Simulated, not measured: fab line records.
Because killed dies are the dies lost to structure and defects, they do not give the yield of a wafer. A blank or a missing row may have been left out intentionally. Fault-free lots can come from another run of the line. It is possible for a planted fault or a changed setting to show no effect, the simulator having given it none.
Comparing a struck lot with a sound one | flow nand_harc | 15 out of 1302 route steps
Sound: these wafers, L181.3, L181.5, L181.6. Struck: wafers L194.2, L194.3 (left out: L194.5, a lot-mate that was not struck); the cause follows at the end.
For every step that has rows: the tool of each side, followed by ch and its chambers, followed by its first start. Under that, the readings that differ: sound wafers | struck wafers | difference of the means | sigmas: that difference in standard deviations of wafers without a fault.
alike: a reading whose means differ by less than 2 such deviations, as well as words and numbers matching on both sides. not compared: withheld readings; readings where some wafer has no value; bounds like >300 that might hide an equal value; numbers whose values overlap and for which the record gives no deviation.
Wherever a step has rows on one side only, a row that says differs or no value, or a row with sigmas, the two part there. Numbers that don't overlap but have no deviation are shown without sigmas and don't part them. A reading that every wafer of one side lacks parts them only if that side has two wafers or more.

NHARC_P_M2_INSPECT_11:
  struck on defect_inspect-02, day 13 00:20; sound on defect_inspect-01, day 7 11:33
  alike: raw_defect_count
NHARC_P_M2_DESCUM_14: chemistry O2, time 3 s.
  sound on rie_diel-04 ch 0,3, day 7 11:37; struck on rie_diel-04 ch 0,1, day 13 00:25
  alike: drypump_motor_current_A, oes_product_au, rf_vpp_V, showerhead_plenum_p_Torr, throttle_valve_pct
  not compared: rf_hours_counter_h
NHARC_P_M2_ETCH_35: etches the open film in N2/H2, target depth 40 nm, overetch 12 nm, time 43.94 s.
  sound on rie_diel-04 ch 0,3, day 7 11:42; struck on rie_diel-04 ch 1,2, day 13 00:29
  reading                         | sound          | struck    | difference | sigmas
  showerhead_plenum_p_Torr (Torr) | 1.98 2.05 1.98 | 2.17 2.16 | +0.16      | +2
  alike: drypump_motor_current_A, oes_product_au, rf_vpp_V, throttle_valve_pct
  not compared: rf_hours_counter_h
then, 1 step without rows for these wafers: NHARC_P_M2_ETCH_15 (etches the open film in C4F8/Ar, target depth 182.5 nm, time 91.2 s).
NHARC_P_M2_CD_MEAS_16:
  struck on cd_sem-01, day 13 00:42; sound on cd_sem-02, day 7 11:55
  alike: cd_nm
NHARC_P_M2_STRIP_18: strips in N2/H2.
  sound on rie_diel-05 ch 0,1, day 7 12:01; struck on rie_diel-05 ch 1,2, day 13 00:50
  alike: drypump_motor_current_A, oes_product_au, rf_vpp_V, showerhead_plenum_p_Torr, throttle_valve_pct
  not compared: rf_hours_counter_h
NHARC_P_M2_ETCH_28: etches the open film in CF4/N2, target depth 30 nm, time 72.99 s.
  sound: rie_diel-05 ch 0,3; struck: rie_diel-05 ch 1,2
  reading                | sound                | struck        | difference | sigmas
  throttle_valve_pct (%) | 19.795 19.807 19.802 | 19.790 19.776 | -0.018     | -2
  alike: drypump_motor_current_A, oes_product_au, rf_vpp_V, showerhead_plenum_p_Torr
  not compared: rf_hours_counter_h
then, 4 steps without rows for these wafers: NHARC_P_M2_STRIP_19 (strips in post etch residue remover, time 600 s); NHARC_P_M2_DEGAS_29 (time 60 s); NHARC_P_M2_PRE_CLEAN_30 (time 30 s); NHARC_P_M2_PVD_20 (deposits TaN, target thk 5 nm, time 8.06 s).
NHARC_P_M2_PVD_21: deposits Cu, target thk 30 nm, time 20.49 s.
  sound on pvd_sputter-03; struck on pvd_sputter-03
  alike: cathode_dc_power_W, throttle_valve_pct
NHARC_P_M2_ECD_22: material Cu, target thk 400 nm.
  sound on ecd_cu-01 ch 0,1, day 7 13:09; struck on ecd_cu-01 ch 1, day 13 01:52
  alike: bath_temp_c
then, 1 step without rows for these wafers: NHARC_P_M2_ANNEAL_31 (time 90 s).
NHARC_P_M2_CMP_23: polishes, t overpolish 20 s, target thk 144.3 nm.
  sound on cmp-04 ch 0,1, day 7 13:48; struck on cmp-01 ch 0,1, day 13 02:34
  reading                | sound    | struck | difference | sigmas
  time_to_endpoint_s (s) | 34 34 34 | 19 16  | -16        | -5
  alike: edge_zone_pressure_frac, motor_current_A

== WHERE THEY PART ==
Last at NHARC_P_M2_CMP_23 as far as this record goes, first at NHARC_P_M2_ETCH_35.

WHY: what had been put in by the simulator
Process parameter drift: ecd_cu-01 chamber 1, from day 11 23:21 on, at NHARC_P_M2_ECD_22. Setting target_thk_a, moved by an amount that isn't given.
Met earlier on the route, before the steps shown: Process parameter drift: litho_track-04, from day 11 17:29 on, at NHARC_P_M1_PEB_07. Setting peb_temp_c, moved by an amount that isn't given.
